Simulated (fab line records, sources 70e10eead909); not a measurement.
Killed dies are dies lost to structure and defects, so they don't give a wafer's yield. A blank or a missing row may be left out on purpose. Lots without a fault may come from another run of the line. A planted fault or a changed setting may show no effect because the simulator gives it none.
fab line records | flow nand_harc
record lots=6 wafers=18 last_day=24
route steps=1159 shown A_STAIRCASE@596 END@1159
lots that met no fault: from a run of the same line without faults
start_h: hours from the record's first day to the start of the lot's first wafer shown | wait_h: hours since the lot's step before | " the same as in the row above | L1.1+2: a row that stands for several wafers | - no value, or no start given | * or withheld: withheld | < > ~ a bound
route shown NAME@n: a module of which the file shows steps, and the number in the route of the first | usual: mean/standard deviation of fault-free wafers | same: alike in all rows | chamber/n: place in a boat | sites: the reading at each site | _std_site: their standard deviation | _edge_site: outer sites' mean less inner sites' | radius_mm: how far each site lies from the wafer's centre | mask NAME#n: copy n | behind: the tool/chamber that last shaped the wafer | hold: why the lot was held/for how many hours/how that ended | device: the transistor (n, p or np) that didn't switch | end of line: the same wafers' tests at the end of the route | a step without rows: its recipe alone | killed: dies lost to structure and defects at the first sort, not the wafer's yield | map: a wafer's dies, x killed, . not, _ none there
set.NAME: the setting as run; set.NAME@STEP: as run at that earlier step | model.NAME: the simulator's own value behind a step, which no gauge read
lots at some steps of the route; a table a step, a row a wafer
services: from which hour (start_h, from the record's first day; less than 0 if before it) a tool's chamber was out of use, for how many hours, and why
## steps
# step NHARC_A_STAIRCASE_TRIM_202
# recipe time_s=211.2 o2_flow_sccm=500 ar_flow_sccm=0 bias_w=0 chemistry=O2
# usual drypump_motor_current_A=5.8/0.48 oes_product_au=0.997/0.011 rf_vpp_V=57.8/0.88 showerhead_plenum_p_Torr=3.54/0.11 throttle_valve_pct=17.037/0.0088
# columns lot.wafer tool chamber start_h wait_h drypump_motor_current_A oes_product_au rf_hours_counter_h rf_vpp_V showerhead_plenum_p_Torr throttle_valve_pct
L337.3 rie_diel-08 3 - - 5.2 0.985 56 57.9 3.47 17.036
L337.2 " 0 " " 5.8 0.998 44 58.3 3.41 17.034
L337.5 " 0 " " 5.8 1.010 - 57.4 3.41 17.037
L341.3 rie_diel-06 3 - - 6.1 0.995 20 58.3 3.67 17.017
L341.2 " 0 " " 5.2 0.985 21 57.7 3.46 17.038
L341.6 " 0 " " 5.2 0.980 - 59.2 3.47 17.034
L348.4 rie_diel-06 3 - - 6.1 0.984 34 57.1 3.66 17.037
L348.2 " 2 " " 6.1 1.009 37 57.5 3.59 17.054
L348.5 " 0 " " 5.2 0.988 - 57.4 3.46 17.046
L351.2 rie_diel-06 0 - - 5.2 0.986 40 57.7 3.45 17.023
L351.1 " 2 " " 6.1 1.008 42 56.5 3.59 17.041
L351.5 " 0 " " 5.2 0.984 - 57.5 3.45 17.036
L354.3 rie_diel-06 2 - - 6.1 0.990 48 57.6 3.58 17.040
L354.4 " 1 " " 5.8 0.985 46 59.0 3.63 17.022
L354.5 " 3 " " 6.1 1.004 - 58.0 3.65 17.032
L353.2 rie_diel-06 1 - - 5.9 1.001 48 57.5 3.63 17.033
L353.3 " 2 " " 6.2 1.014 50 56.7 3.58 17.027
L353.5 " 3 " " 6.1 1.005 - 59.6 3.65 17.038
# step NHARC_A_STAIRCASE_ETCH_203
# recipe target_depth_a=1000 time_s=40.5 ion_energy_ev=400 c4f8_flow_sccm=20 o2_flow_sccm=10 ar_flow_sccm=withheld rf_w=600 bias_w=1000 chemistry=C4F8/O2
# usual oes_product_au=0.937/0.011 rf_vpp_V=896/4.1
# columns lot.wafer tool chamber start_h wait_h oes_product_au rf_hours_counter_h rf_vpp_V
L337.3 rie_diel-08 0 - - 0.931 44 891
L337.2 " 1 " " 0.943 55 902
L337.5 " 0 " " 0.932 - 891
L341.3 rie_diel-06 0 - - 0.926 21 894
L341.2 " 2 " " 0.929 21 898
L341.6 " 2 " " 0.934 - 899
L348.2 rie_diel-06 1 - - 0.941 36 899
L348.4 " 3 " " 0.955 34 901
L348.5 " 0 " " 0.932 - 893
L351.2 rie_diel-06 2 - - 0.954 42 898
L351.1 " 3 " " 0.957 38 901
L351.5 " 1 " " 0.941 - 899
L354.4 rie_diel-06 3 - - 0.940 43 901
L354.3 " 0 " " 0.936 45 894
L354.5 " 0 " " 0.940 - 894
L353.2 rie_diel-06 0 - - 0.923 47 894
L353.3 " 1 " " 0.917 48 899
L353.5 " 1 " " 0.921 - 899
# step NHARC_A_STAIRCASE_STRIP_205
# recipe power_w=1500 temp_c=250 chemistry=O2
# usual drypump_motor_current_A=5.8/0.61 heater_power_w=322/22
# columns lot.wafer tool chamber start_h wait_h drypump_motor_current_A heater_power_w rf_hours_counter_h
L337.2 plasma_asher-02 0 269.92 0.1 5.1 306 22
L337.3 " 1 " " 6.5 308 -
L337.5 " 0 " " 5.1 302 -
L341.2 plasma_asher-02 0 305.42 0.1 5.1 303 39
L341.3 " 1 " " 6.6 302 -
L341.6 " 1 " " 6.6 308 -
L348.2 plasma_asher-02 1 344.64 0.1 6.6 298 55
L348.4 " 1 " " 6.6 312 -
L348.5 " 1 " " 6.6 300 -
L351.2 plasma_asher-01 0 358.66 0.1 5.8 353 25
L351.1 " 1 " " 5.9 353 25
L351.5 " 1 " " 5.9 348 -
L354.4 plasma_asher-01 0 375.21 0.2 5.9 355 -
L354.3 " 1 " " 5.9 346 -
L354.5 " 1 " " 5.9 353 -
L353.2 plasma_asher-02 0 381.59 0.1 5.1 316 2
L353.3 " 1 " " 6.6 332 -
L353.5 " 1 " " 6.6 324 -
# step NHARC_A_STAIRCASE_STRIP_206
# recipe time_s=900 temp_c=130 chemistry=SPM
# step NHARC_A_STAIRCASE_PRECLEAN_207
# recipe time_s=* temp_c=50 bath_age_min=0 chemistry=SC1
# step NHARC_A_STAIRCASE_SRD_208
# step NHARC_A_STAIRCASE_DEHYDRATE_209
# recipe temp_c=150 time_s=120
# step NHARC_A_STAIRCASE_HMDS_210
# recipe time_s=30
# step NHARC_A_STAIRCASE_COAT_211
# recipe spin_rpm=1200
# step NHARC_A_STAIRCASE_SOFTBAKE_212
# recipe temp_c=135 time_s=170
# step NHARC_A_STAIRCASE_EBR_213
# step NHARC_A_STAIRCASE_EXPOSE_214
# recipe na=0.5 dose_mj=31.26 mask_id=STAIR_3
# usual exposure_dose_mJ_cm2=31.26/0.032
# columns lot.wafer tool chamber start_h wait_h mask exposure_dose_mJ_cm2
L337.2 krf_scanner-04 0 271.07 - STAIR_3#0 31.24
L337.3 " 0 " " STAIR_3#0 31.22
L337.5 " 0 " " STAIR_3#0 31.28
L341.2 krf_scanner-04 0 306.52 - STAIR_3#0 31.28
L341.3 " 0 " " STAIR_3#0 31.27
L341.6 " 0 " " STAIR_3#0 31.25
L348.2 krf_scanner-04 0 345.79 - STAIR_3#0 28.09
L348.4 " 0 " " STAIR_3#0 28.09
L348.5 " 0 " " STAIR_3#0 28.13
L351.1 krf_scanner-04 0 359.79 - STAIR_3#0 28.10
L351.2 " 0 " " STAIR_3#0 28.11
L351.5 " 0 " " STAIR_3#0 28.13
L354.3 krf_scanner-02 0 376.26 - STAIR_3#0 31.24
L354.4 " 0 " " STAIR_3#0 31.20
L354.5 " 0 " " STAIR_3#0 31.21
L353.2 krf_scanner-03 0 382.74 - STAIR_3#0 31.24
L353.3 " 0 " " STAIR_3#0 31.23
L353.5 " 0 " " STAIR_3#0 31.29
# step NHARC_A_STAIRCASE_PEB_215
# recipe peb_temp_c=115 peb_time_s=130
# step NHARC_END_SORT_01
# recipe temp_c=25
# usual killed_at_array=29/8.4 killed_at_other=0.7/1.2 killed_at_periphery=3.8/2.1 killed_dies=33/9 killed_open=3.4/2 killed_short=2.1/1.4
# same gross_dies=677
# columns lot.wafer tool chamber start_h wait_h killed_at_array killed_at_other killed_at_periphery killed_dies killed_open killed_short
L337.2 prober-01 0 496.31 2.8 37 0 5 42 4 3
L337.3 prober-01 0 497.11 3.1 41 1 4 46 6 1
L337.5 prober-01 0 498.72 3.7 37 0 6 43 2 2
L341.2 prober-02 0 527.42 2.8 32 0 3 35 5 3
L341.3 prober-02 0 528.23 3.1 31 0 2 33 0 4
L341.6 prober-02 0 530.63 4.0 30 0 2 32 2 3
L348.2 prober-01 0 543.28 2.8 25 1 4 30 5 5
L353.2 prober-01 0 573.78 2.8 52 0 4 56 9 2
L353.3 prober-01 0 574.58 3.1 38 3 4 45 5 3
L353.5 prober-01 0 576.18 3.7 43 1 3 47 2 2
# killed by level:class
L337.2 A_CHANNEL_HOLE_D1:chamber_film_flake=16 A_SLIT:chamber_film_flake=10 A_CONTACT:chamber_film_flake=7 P_CONTACT:geometric_particle:short=2 P_CONTACT:geometric_particle:open=2 A_CHANNEL_FILL_D1:geometric_particle:open=1 A_WL_FILL:geometric_particle:short=1 A_CONTACT:geometric_particle:open=1
L337.3 A_CHANNEL_HOLE_D1:chamber_film_flake=16 A_SLIT:chamber_film_flake=9 A_CONTACT:chamber_film_flake=6 A_CONTACT:geometric_particle:open=4 P_CONTACT:chamber_film_flake=3 A_STAIRCASE:chamber_film_flake=3 A_WL_FILL:geometric_particle:open=1 A_BLC:geometric_particle:open=1
L337.5 A_CHANNEL_HOLE_D1:chamber_film_flake=17 A_SLIT:chamber_film_flake=11 A_CONTACT:chamber_film_flake=7 P_STI:chamber_film_flake=3 P_M0:geometric_particle:open=2 A_CHANNEL_HOLE_D1:geometric_particle:short=1 A_CONTACT:geometric_particle:short=1 P_CONTACT:chamber_film_flake=1
L341.2 A_CHANNEL_HOLE_D1:chamber_film_flake=13 A_M0:chamber_film_flake=5 A_WL_FILL:geometric_particle:open=3 A_CONTACT:chamber_film_flake=3 P_STI:chamber_film_flake=2 A_CHANNEL_FILL_D1:chamber_film_flake=2 A_STAIRCASE:chamber_film_flake=2 P_M0:geometric_particle:short=1
L341.3 A_CHANNEL_HOLE_D1:chamber_film_flake=21 A_STAIRCASE:chamber_film_flake=3 A_SGD_CUT:geometric_particle:short=1 A_WL_FILL:geometric_particle:short=1 A_CONTACT:geometric_particle:short=1 A_BLC:geometric_particle:short=1 P_ZERO_WELL:chamber_film_flake=1 P_CONTACT:chamber_film_flake=1
L341.6 A_CHANNEL_HOLE_D1:chamber_film_flake=19 A_WL_FILL:geometric_particle:short=3 P_CONTACT:chamber_film_flake=2 A_CHANNEL_FILL_D1:chamber_film_flake=2 A_WL_FILL:chamber_film_flake=2 A_ONON_D1:geometric_particle:open=1 A_CHANNEL_FILL_D1:geometric_particle:open=1 A_STAIRCASE:chamber_film_flake=1
L348.2 A_CHANNEL_HOLE_D1:chamber_film_flake=15 A_ONON_D1:geometric_particle:short=2 A_STAIRCASE:chamber_film_flake=2 P_CONTACT:geometric_particle:short=1 P_M0:geometric_particle:open=1 A_CHANNEL_FILL_D1:geometric_particle:short=1 A_SLIT:geometric_particle:open=1 A_WL_FILL:geometric_particle:open=1
L353.2 A_SLIT:chamber_film_flake=24 A_CONTACT:chamber_film_flake=9 A_CHANNEL_HOLE_D1:chamber_film_flake=7 A_STAIRCASE:chamber_film_flake=3 P_M0:geometric_particle:open=2 A_SGD_CUT:geometric_particle:open=2 A_M0:geometric_particle:open=2 P_M0:geometric_particle:short=1
L353.3 A_SLIT:chamber_film_flake=23 A_CHANNEL_HOLE_D1:chamber_film_flake=6 THIN_TSV:chamber_film_flake=3 P_M0:geometric_particle:open=2 A_WL_FILL:geometric_particle:short=2 A_STAIRCASE:chamber_film_flake=2 A_CONTACT:chamber_film_flake=2 P_CONTACT:geometric_particle:open=1
L353.5 A_SLIT:chamber_film_flake=28 A_CHANNEL_HOLE_D1:chamber_film_flake=8 P_ZERO_WELL:chamber_film_flake=2 A_STAIRCASE:chamber_film_flake=2 A_CONTACT:chamber_film_flake=2 P_M0:geometric_particle:open=1 A_ONON_D1:geometric_particle:short=1 A_CHANNEL_FILL_D1:geometric_particle:open=1
## services
# columns tool chamber start_h hours kind
rie_diel-08 2 245.58 13.5 repair
rie_diel-06 - 247.14 0.1 repair
krf_scanner-03 - 247.52 1.1 repair
rie_diel-06 0 250.21 - clean
rie_diel-06 1 250.21 - clean
rie_diel-06 1 250.21 - consumable_replace:focus_ring
rie_diel-06 2 250.21 - clean
rie_diel-06 3 250.21 - clean
plasma_asher-01 - 270.94 4.8 repair
rie_diel-06 0 275.08 - clean
rie_diel-06 1 275.08 - clean
rie_diel-06 2 275.08 - clean
plasma_asher-01 - 276.00 9.0 pm
plasma_asher-01 - 287.88 5.8 repair
rie_diel-06 - 289.23 1.7 repair
krf_scanner-04 - 298.02 4.0 pm
rie_diel-08 - 301.88 9.0 pm
rie_diel-06 1 302.71 4.0 repair
krf_scanner-04 - 325.27 0.6 repair
krf_scanner-03 - 335.41 1.5 repair
krf_scanner-03 - 340.00 4.0 pm
plasma_asher-02 - 361.55 9.0 pm
krf_scanner-03 - 369.80 2.2 repair
rie_diel-06 2 381.35 7.2 repair
## key
first_sign step=NHARC_A_STAIRCASE_EXPOSE_214 reading=exposure_dose_mJ_cm2 direction=down sigmas=99 usual=31.26 struck=28.11
effect none on later readings
met_at NHARC_A_STAIRCASE_EXPOSE_214
struck_wafers L348.2,L348.4,L348.5,L351.1,L351.2,L351.5
tester_left_out L348,L351
onset_between 306.52 345.79
fault kind=process_parameter_drift tool=krf_scanner-04 chamber=- onset_h=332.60 steps=NHARC_A_STAIRCASE_EXPOSE_214 channel=dose_mj offset=-3.1529 shape=step acts_in=these_recipes_only stated=31.26
# tester_left_out: of these lots the tester's yield and bins aren't shown, on N5 and GAA mostly nor the transistor test; their killed dies are dies lost to structure and defects alone, not to doping, threshold or leakage, so they don't give the yield
